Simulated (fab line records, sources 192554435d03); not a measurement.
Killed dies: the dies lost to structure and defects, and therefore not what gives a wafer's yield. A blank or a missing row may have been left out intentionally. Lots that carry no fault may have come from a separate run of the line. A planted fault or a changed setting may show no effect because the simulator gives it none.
A struck lot beside a sound one | flow n5 finfet | 18 out of 1938 route steps
Sound: the wafers L399.3, L399.5, L399.6. Struck: wafer L415.4. (L415.1, L415.5 of the same lot were not struck and are left out.) The cause comes at the end.
At each step with rows: each side's tool, then ch and its chambers, then its first start. Under that, the readings that differ: sound wafers | struck wafers | difference of the means | sigmas: that difference in standard deviations of wafers without a fault.
alike: words and numbers the same on both sides, and readings whose means are apart by under 2 such deviations; not compared: readings that were withheld, readings missing a value for some wafer, numbers with overlapping values and no deviation given by the record, and bounds like >300 which may hide the same value.
The two part at a step that has a row with sigmas, a row that says differs or no value, or rows on one side only. Numbers that don't overlap but have no deviation are shown without sigmas and don't part them. A reading that every wafer of one side lacks parts them only if that side has two wafers or more.

N5_START_INSPECT_01: inspects for defects (unpatterned scan).
  sound on defect inspect-02 at day 3 06:02; struck on defect inspect-02 at day 7 06:02
  reading          | sound   | struck | difference | sigmas
  raw defect count | 4 11 10 | 1      | -7         | -3
then, 2 steps without rows for these wafers: N5_ZERO_LAYER_PRECLEAN_00 (cleans in SPM, time 600 s); N5_ZERO_LAYER_SRD_01 (time 30 s, dry time 30 s).
N5_ZERO_LAYER_PECVD_02: deposits SiO2 from SiH4/N2O, target thk 10 nm, time 6 s.
  sound on pecvd-01 ch 0,1,2, day 3 06:17; struck on pecvd-02 ch 0, day 7 06:17
  alike: heater power w, showerhead plenum p Torr
then, 4 steps without rows for these wafers: N5_ZERO_LAYER_HMDS_04 (time 60 s); N5_ZERO_LAYER_COAT_05 (resist thk 1000 nm); N5_ZERO_LAYER_EBR_07; N5_ZERO_LAYER_SOFTBAKE_06 (time 90 s).
N5_ZERO_LAYER_EXPOSE_08: exposes mask ZERO, defocus 0 nm, target cd 2000 nm.
  sound on krf scanner-01 ch 0, day 3 06:29; struck on krf scanner-02 ch 0, day 7 06:28
  alike: mask
then, 3 steps without rows for these wafers: N5_ZERO_LAYER_PEB_09; N5_ZERO_LAYER_DEVELOP_10 (develop time 60 s); N5_ZERO_LAYER_HARDBAKE_23 (time 120 s).
N5_ZERO_LAYER_CD_MEAS_11: target cd 2000 nm.
  sound on cd sem-02 ch 0, day 3 06:38; struck on cd sem-02 ch 0, day 7 06:38
  reading    | sound                | struck | difference | sigmas
  cd nm (nm) | 2001.7 2003.9 2000.0 | 2019.4 | +17.5      | +6
N5_ZERO_LAYER_DESCUM_16: chemistry O2, time 7.9 s.
  sound on rie diel-05 ch 0,3, day 3 07:08; struck on rie diel-01 ch 3, day 7 06:53
  alike: drypump motor current A, oes product au, rf vpp V, showerhead plenum p Torr, throttle valve pct
  not compared: rf hours counter h, model.ZERO_LAYER.cd nm
N5_ZERO_LAYER_ETCH_17: etches SiO2 in CF4, target depth 12 nm, time 13.3 s.
  sound on rie diel-05 ch 0,3, day 3 07:10; struck on rie diel-01 ch 3, day 7 06:55
  alike: drypump motor current A, oes product au, rf vpp V, showerhead plenum p Torr, throttle valve pct
  not compared: rf hours counter h
N5_ZERO_LAYER_ETCH_18: etches Si in HBr/Cl2, target depth 120 nm, time 40 s.
  sound on rie si-03 ch 0,1, day 3 07:14; struck on rie si-03 ch 1, day 7 06:59
  reading                     | sound          | struck | difference | sigmas
  model.ZERO_LAYER.cd nm (nm) | 2002 2004 2000 | 2020   | +18        |
  alike: drypump motor current A, he backside leak sccm, oes product au, throttle valve pct
  not compared: rf hours counter h
N5_ZERO_LAYER_STRIP_24: strips in O2.
  sound on plasma asher-02 ch 0,1, day 3 07:22; struck on plasma asher-01 ch 1, day 7 07:05
  reading                     | sound       | struck | difference | sigmas
  drypump motor current A (A) | 5.1 5.7 5.1 | 6.3    | +1.0       | +3
  alike: heater power w, oes product au, strip time to endpoint s
  not compared: rf hours counter h
N5_PASSIVATION_PROBE_49:
  rows exist in the record for the sound wafers here (prober-01, day 14 10:44), none for the struck ones

## WHERE THEY PART
Last at N5_PASSIVATION_PROBE_49 as far as this record goes, first at N5_START_INSPECT_01.

WHY: the cause the simulator had injected
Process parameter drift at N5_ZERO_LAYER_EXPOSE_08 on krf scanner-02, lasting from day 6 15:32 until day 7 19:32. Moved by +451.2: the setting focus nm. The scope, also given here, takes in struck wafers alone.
